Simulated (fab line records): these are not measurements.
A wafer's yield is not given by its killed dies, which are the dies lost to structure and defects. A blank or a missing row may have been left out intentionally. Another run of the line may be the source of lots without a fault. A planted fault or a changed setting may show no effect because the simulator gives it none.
Comparing a struck lot with a sound one | flow nand_harc | 42 steps out of a route of 1159
Sound: the wafers L200.2, L200.4, L200.5. Wafers L213.3, L213.4 were the ones struck. The cause is given at the end.
For every step that has rows: the tool of each side, followed by ch and its chambers, followed by its first start. Under that, the readings that differ: sound wafers | struck wafers | difference of the means | sigmas: that difference in standard deviations of wafers without a fault.
alike: same words and numbers on both sides, and readings whose means sit less than 2 such deviations apart. not compared: any withheld reading, any reading some wafer has no value for, any bound like >300 that may hide the same value, and any number with overlapping values for which the record gives no deviation.
The two part at a step that has a row with sigmas, a row that says differs or no value, or rows on one side only. Non-overlapping numbers with no deviation appear without sigmas and do not part them. Lack of a reading on every wafer of one side parts them only where that side has two or more wafers.

first, 4 steps without rows for these wafers: NHARC_A_SGD_CUT_SRD_19; NHARC_A_SGD_CUT_DEP_20 (deposits SiO2, target thk 150 nm); NHARC_A_SGD_CUT_ANNEAL_27 (time 1800 s); NHARC_A_SGD_CUT_CMP_21 (polishes, target thk 148.19 nm).
NHARC_A_SGD_CUT_THK_MEAS_22: measures by ellipsometry.
  sound on film_metro-02, day 13 22:50; struck on film_metro-01, day 17 08:18
  alike: thk_nm
then, 2 steps without rows for these wafers: NHARC_A_SGD_CUT_SRD_23; NHARC_A_SGD_CUT_ETCH_26 (etches SiO2 in dHF, target depth 45.8 nm).
NHARC_A_SGD_CUT_ETCHBACK_24: etches the open film in CH3F/O2, target depth 50 nm, time 92.857 s.
  sound on rie_diel-08 ch 1,2, day 13 23:04; struck on rie_diel-12 ch 0,3, day 17 08:31
  alike: bias_w, drypump_motor_current_A, oes_product_au, rf_vpp_V, showerhead_plenum_p_Torr, throttle_valve_pct
  not compared: rf_hours_counter_h
NHARC_A_SGD_CUT_STRIP_28: strips in O2, time 20 s.
  sound: rie_diel-08 ch 0,1,3; struck: rie_diel-12 ch 0,3
  alike: drypump_motor_current_A, oes_product_au, rf_vpp_V, showerhead_plenum_p_Torr, throttle_valve_pct
  not compared: rf_hours_counter_h
NHARC_A_SGD_CUT_INSPECT_25:
  sound on defect_inspect-01, day 13 23:19; struck on defect_inspect-02, day 17 08:47
  alike: raw_defect_count
NHARC_A_SLIT_DEP_25: deposits SiO2, target thk 200 nm.
  sound on pecvd-03 ch 0,1, day 13 23:28; struck on pecvd-03 ch 0,1, day 17 08:53
  alike: heater_power_w, susceptor_temp_C, throttle_valve_pct
NHARC_A_SLIT_DEP_00: deposits aC, target thk 3200 nm.
  sound on acl_dep-03 ch 0, day 14 01:11; struck on acl_dep-03 ch 0, day 17 09:51
  reading              | sound | struck        | difference                   | sigmas
  susceptor_temp_C (C) | - - - | 399.87 400.45 | no value on the sound wafers |
  alike: throttle_valve_pct
NHARC_A_SLIT_DEP_23: deposits SiON, target thk 100 nm.
  sound on pecvd-03 ch 0,1,2, day 14 03:06; struck on pecvd-03 ch 0,2, day 17 11:12
  alike: heater_power_w, susceptor_temp_C
then, 8 steps without rows for these wafers: NHARC_A_SLIT_DEHYDRATE_01 (time 120 s); NHARC_A_SLIT_HMDS_02 (time 30 s); NHARC_A_SLIT_COAT_03 (resist thk 90 nm); NHARC_A_SLIT_SOFTBAKE_04 (time 55 s); NHARC_A_SLIT_EBR_05; NHARC_A_SLIT_EXPOSE_06 (exposes mask SLIT); NHARC_A_SLIT_PEB_07 (peb time 65 s); NHARC_A_SLIT_DEVELOP_08 (develop time 35 s).
NHARC_A_SLIT_CD_MEAS_09: target cd 300 nm.
  sound on cd_sem-01 ch 0, day 14 03:44; struck on cd_sem-01 ch 0, day 17 11:53
  alike: cd_nm
NHARC_A_SLIT_OVL_MEAS_10:
  sound on overlay-02, day 14 03:49; struck on overlay-02, day 17 11:58
  alike: overlay_x_nm, overlay_y_nm
NHARC_A_SLIT_INSPECT_11:
  sound on defect_inspect-01, day 14 03:52; struck on defect_inspect-01, day 17 12:00
  reading          | sound   | struck | difference | sigmas
  raw_defect_count | 12 7 20 | 50 21  | +22        | +2
then, 10 steps without rows for these wafers: NHARC_A_SLIT_DESCUM_14 (chemistry O2, time 3 s); NHARC_A_SLIT_ETCH_24 (etches the open film in CF4/CHF3, target depth 121 nm, time 60.5 s); NHARC_A_SLIT_ETCH_15 (etches the open film in O2/COS, target depth 3200 nm, time 832 s); NHARC_A_SLIT_ETCH_17 (etches the open film in C4F8/O2/Ar, time 1687.5 s, target depth 10100 nm); NHARC_A_SLIT_ETCH_26 (etches the open film in C4F8/O2/Ar, time 90 s, target depth 400 nm); NHARC_A_SLIT_STRIP_28 (strips in O2/COS); NHARC_A_SLIT_ETCH_29 (etches the open film in CF4/O2, target depth 100 nm, overetch 10 nm, time 55 s); NHARC_A_SLIT_STRIP_18 (strips in O2); NHARC_A_SLIT_PRECLEAN_19 (cleans in SC1); NHARC_A_SLIT_SRD_20.
NHARC_A_SLIT_CD_MEAS_21:
  sound on cd_sem-03, day 14 10:19; struck on cd_sem-02, day 17 16:32
  alike: cd_nm
then, 3 steps without rows for these wafers: NHARC_A_SIN_REMOVE_WET_00 (chemistry H3PO4, time 15300 s); NHARC_A_SIN_REMOVE_PRECLEAN_01 (cleans in SC1); NHARC_A_SIN_REMOVE_SRD_02.
NHARC_A_SIN_REMOVE_INSPECT_04:
  rows exist in the record for the sound wafers here (defect_inspect-01, day 14 18:01), none for the struck ones
then, 1 step without rows for these wafers: NHARC_A_WL_FILL_ALD_00 (deposits Al2O3, target thk 3 nm, pulse time 3 s, ald cycles 30).
NHARC_A_WL_FILL_RTA_01: time 5 s.
  the record has rows for the sound wafers here (rtp_anneal-02 ch 0, day 14 18:55) and none for the struck ones
-- record jumps: 7 days between struck wafers' starts before vs after; left off in module A_WL_FILL, resumes in module END, first step shown is number 1159 of the route --
NHARC_END_SORT_01:
  here the record holds rows for the struck wafers (prober-01 ch 0, day 24 09:35) but none for the sound ones

== WHERE THEY PART ==
First at NHARC_A_SLIT_DEP_00; last, within this record, at NHARC_END_SORT_01.

WHY: what had been put in by the simulator
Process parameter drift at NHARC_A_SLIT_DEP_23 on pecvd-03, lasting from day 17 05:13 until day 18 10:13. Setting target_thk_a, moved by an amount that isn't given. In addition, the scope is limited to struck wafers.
